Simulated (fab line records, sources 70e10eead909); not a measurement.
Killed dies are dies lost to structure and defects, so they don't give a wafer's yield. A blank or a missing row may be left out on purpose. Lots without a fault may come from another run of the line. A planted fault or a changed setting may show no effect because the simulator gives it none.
A struck lot beside a sound one | flow nand_harc | 11 steps out of a route of 1159
Sound: wafers L863.1, L863.4, L863.5. Struck: wafer L875.6. (L875.1, L875.2 of the same lot were not struck and are left out.) The cause comes at the end.
At each step with rows: each side's tool, then ch and its chambers, then its first start. Under that, the readings that differ: sound wafers | struck wafers | difference of the means | sigmas: that difference in standard deviations of wafers without a fault.
alike: readings whose means differ by less than 2 such deviations, and words and numbers that are the same on both sides. not compared: withheld readings, readings that some wafer has no value for, bounds like >300 that may hide the same value, and numbers for which the record gives no deviation and whose values overlap.
The two part at a step that has a row with sigmas, a row that says differs or no value, or rows on one side only. Numbers that don't overlap but have no deviation are shown without sigmas and don't part them. A reading that every wafer of one side lacks parts them only if that side has two wafers or more.

NHARC_P_START_INSPECT_01:
  sound on defect_inspect-01, day 3 12:02; struck on defect_inspect-01, day 6 12:02
  alike: raw_defect_count
then, 7 steps without rows for these wafers: NHARC_P_ZERO_WELL_PRECLEAN_00 (cleans in SPM, time 600 s); NHARC_P_ZERO_WELL_SRD_01; NHARC_P_ZERO_WELL_PECVD_02 (deposits SiO2, target thk 10 nm); NHARC_P_ZERO_WELL_DEHYDRATE_03 (time 120 s); NHARC_P_ZERO_WELL_HMDS_04 (time 30 s); NHARC_P_ZERO_WELL_COAT_64 (time 65 s); NHARC_P_ZERO_WELL_COAT_05 (resist thk 600 nm).
NHARC_P_ZERO_WELL_SOFTBAKE_06: time 70 s.
  sound on litho_track-03 ch 0, day 3 12:00; struck on litho_track-03 ch 0, day 6 12:00
  reading                  | sound             | struck | difference | sigmas
  heater_power_total_W (W) | 200.2 200.4 202.8 | 223.9  | +22.8      | +18
  alike: chill_plate_temp_C
then, 1 step without rows for these wafers: NHARC_P_ZERO_WELL_EBR_07.
-- the record jumps here: 17 days lie between the struck wafers' starts before and after (it left off in module P_ZERO_WELL and takes up again in module END, whose first step shown is number 1159 of the route) --
NHARC_END_SORT_01:
  sound on prober-02 ch 0, day 21 05:01; struck on prober-01 ch 0, day 23 19:19
  reading     | sound    | struck | difference | sigmas
  killed_dies | 41 53 35 | 23     | -20        | -2
  alike: killed_at_array, killed_at_other, killed_at_periphery, killed_open, killed_short

WHERE THEY PART
First at NHARC_P_ZERO_WELL_SOFTBAKE_06; last, within this record, at NHARC_END_SORT_01.

WHY: what the simulator had put in
Process parameter drift: litho_track-03, from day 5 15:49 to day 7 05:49, at NHARC_P_ZERO_WELL_SOFTBAKE_06. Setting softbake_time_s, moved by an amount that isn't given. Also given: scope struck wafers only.
